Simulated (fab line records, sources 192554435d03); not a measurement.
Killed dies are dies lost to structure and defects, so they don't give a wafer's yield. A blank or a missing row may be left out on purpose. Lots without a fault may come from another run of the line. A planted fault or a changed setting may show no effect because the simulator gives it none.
Split-lot experiment | flow n5_finfet | 7 lots, 39 wafers read, on a route of 1938 steps

THE SPLIT
At N5_DUMMY_GATE_ETCH_31 (etches SiO2 in C4F6/O2, target depth 82.5 nm, time 27.5 s), the setting target_depth_a was moved away from the recipe's 825 angstrom on 15 of the 39 wafers read, by +5.3% to +12.8%. The other wafers ran this setting at the recipe's value.

The reading is taken at the split's own step.

THE READING
etch.depth_nm (the simulator's own value, which no gauge read), in nm, at N5_DUMMY_GATE_ETCH_31 (etches SiO2 in C4F6/O2, target depth 82.5 nm, time 27.5 s). The file gives no usual value for it. The 24 wafers here that ran the recipe average 83.12 nm, standard deviation 1.1 nm.

wafer  | tool, chamber at the split | target_depth_a as run, angstrom | against the recipe | etch.depth_nm, nm | against lot-mates on the recipe
L076.1 | rie_diel-06, 2             | 825                             | recipe             | 84.38             | -
L076.2 | rie_diel-06, 3             | 825                             | recipe             | 84.28             | -
L076.3 | rie_diel-06, 0             | 825                             | recipe             | 83.04             | -
L076.4 | rie_diel-06, 1             | 825                             | recipe             | 81.68             | -
L076.5 | rie_diel-06, 0             | 825                             | recipe             | 82.9              | -
L076.6 | rie_diel-06, 3             | 825                             | recipe             | 84.53             | -
L077.1 | rie_diel-06, 2             | 930.8                           | +12.8%             | 95.37             | +12.35
L077.2 | rie_diel-06, 1             | 825                             | recipe             | 82.3              | -
L077.3 | rie_diel-06, 0             | 825                             | recipe             | 83.49             | -
L077.4 | rie_diel-06, 3             | 930.8                           | +12.8%             | 95.35             | +12.33
L077.5 | rie_diel-06, 0             | 825                             | recipe             | 83.27             | -
L077.6 | rie_diel-06, 3             | 930.8                           | +12.8%             | 95.93             | +12.91
L078.1 | rie_diel-06, 3             | 825                             | recipe             | 84.21             | -
L078.2 | rie_diel-06, 2             | 869                             | +5.3%              | 88.16             | +5.01
L078.3 | rie_diel-06, 0             | 869                             | +5.3%              | 86.04             | +2.89
L078.4 | rie_diel-06, 1             | 825                             | recipe             | 81.85             | -
L078.5 | rie_diel-06, 3             | 869                             | +5.3%              | 89.13             | +5.98
L078.6 | rie_diel-06, 2             | 825                             | recipe             | 83.38             | -
L080.1 | rie_diel-06, 2             | 872.1                           | +5.7%              | 87.87             | +5.67
L080.2 | rie_diel-06, 1             | 872.1                           | +5.7%              | 87.38             | +5.18
L080.3 | rie_diel-06, 0             | 872.1                           | +5.7%              | 87.18             | +4.98
L080.4 | rie_diel-06, 3             | 825                             | recipe             | 83.77             | -
L080.5 | rie_diel-06, 0             | 825                             | recipe             | 81.91             | -
L080.6 | rie_diel-06, 1             | 825                             | recipe             | 80.93             | -
L085.1 | rie_diel-06, 2             | 825                             | recipe             | 84.23             | -
L085.3 | rie_diel-06, 0             | 825                             | recipe             | 83.95             | -
L085.5 | rie_diel-06, 2             | 825                             | recipe             | 84.18             | -
L088.1 | rie_diel-01, 3             | 825                             | recipe             | 81.1              | -
L088.2 | rie_diel-01, 2             | 825                             | recipe             | 82.17             | -
L088.3 | rie_diel-01, 1             | 900.7                           | +9.2%              | 84.74             | +2.78
L088.4 | rie_diel-01, 2             | 825                             | recipe             | 82.62             | -
L088.5 | rie_diel-01, 1             | 900.7                           | +9.2%              | 85.07             | +3.11
L088.6 | rie_diel-01, 3             | 900.7                           | +9.2%              | 89.61             | +7.65
L090.1 | rie_diel-06, 0             | 896                             | +8.6%              | 89.35             | +5.75
L090.2 | rie_diel-06, 2             | 896                             | +8.6%              | 90.89             | +7.29
L090.3 | rie_diel-06, 3             | 825                             | recipe             | 83.29             | -
L090.4 | rie_diel-06, 1             | 896                             | +8.6%              | 88.82             | +5.22
L090.5 | rie_diel-06, 3             | 825                             | recipe             | 83.08             | -
L090.6 | rie_diel-06, 2             | 825                             | recipe             | 84.44             | -

THE FIT
A straight line over all 39 wafers: etch.depth_nm changes by +0.782 nm for each +1% of target_depth_a; r = +0.90; the points scatter about the line by 1.7 nm.
The same after taking each lot's own level away (the mean of its wafers on the recipe; 39 wafers): +0.813 nm for each +1%; r = +0.93; scatter 1.5 nm.
On that fit, the largest move of target_depth_a shifts the reading by 10 nm.
The lots' own levels span 81.963 to 84.120 nm, that is 2.0 times the standard deviation above.
So the lot-to-lot level changes the slope little: the two slopes agree.
Check: with one of the wafers moved furthest among these (+12.8%) left out of the fit, the line predicts +10 nm for it against its lot-mates. It came out at +12.4 nm against them.

OTHER SPLITS ON THESE WAFERS
These wafers also went through other splits before the reading. Each is held against what the fit with the lots' levels taken away leaves over:
other split on the same wafers               | wafers away from the commonest value | r with etch.depth_nm (lot level and that fit taken away)
N5_PMOS_HMC_CHANNEL_EPI_FIN_RECESS_16 time_s | 15                                   | +0.01
N5_FIN_SAQP_ALD_61 ald_cycles                | 12                                   | +0.10

THE FILE'S OWN FIT
etch.depth_nm changes by +0.806 nm for each +1% of target_depth_a, r = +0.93.
